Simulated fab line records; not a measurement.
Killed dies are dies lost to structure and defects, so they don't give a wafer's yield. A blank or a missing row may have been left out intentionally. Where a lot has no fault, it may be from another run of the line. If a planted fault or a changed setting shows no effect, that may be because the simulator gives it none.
Matching of chambers	flow nand-harc	cmp-03 running NHARC_A_CHANNEL_FILL_D2_CMP_10: 4 sister chambers
The step polishes, target thk 150 nm. 4 wafers are shown with their chamber, then 10 later ones without.

WAFERS PAIRED WITH THEIR CHAMBERS
wafer	chamber	motor-current-A (A)
L081.5	2	11.3
L087.2	1	12.0
L087.6	3	10.3
L089.5	0	9.9

WAFERS WITHOUT THEIR CHAMBER
wafer	motor-current-A (A)
L089.6	10.2
L090.1	13.0
L090.4	11.9
L090.5	9.8
L093.2	12.1
L093.3	11.9
L093.6	12.7
L096.3	11.8
L096.4	12.2
L096.5	11.5

WHICH CHAMBER EACH WENT THROUGH
wafer	from the rows above	in truth
L089.6	can't be placed: 3 or 0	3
L090.1	can't be placed: 1 or 2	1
L090.4	can't be placed: 1 or 2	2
L090.5	can't be placed: 0 or 3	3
L093.2	can't be placed: 1 or 2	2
L093.3	can't be placed: 1 or 2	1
L093.6	can't be placed: 1 or 2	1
L096.3	can't be placed: 1 or 2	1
L096.4	can't be placed: 1 or 2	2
L096.5	can't be placed: 2 or 1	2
Placed correctly: 0 of 10. Not placeable from these rows: 10 (in 10, the candidates include the true chamber). Placed wrongly: 0.
How it was worked out, from the rows above alone: a wafer's distance from a chamber is the root of the sum, over the readings, of the square of ((its reading less the chamber's mean) divided by the reading's scatter). The wafer belongs to the nearest chamber; if the next one is less than 2 further off, it can't be placed. A chamber's mean is the mean of its shown wafers. The scatter: with one shown wafer a chamber, the root of the mean of the squares of how far each hidden wafer lies from its nearest shown one.
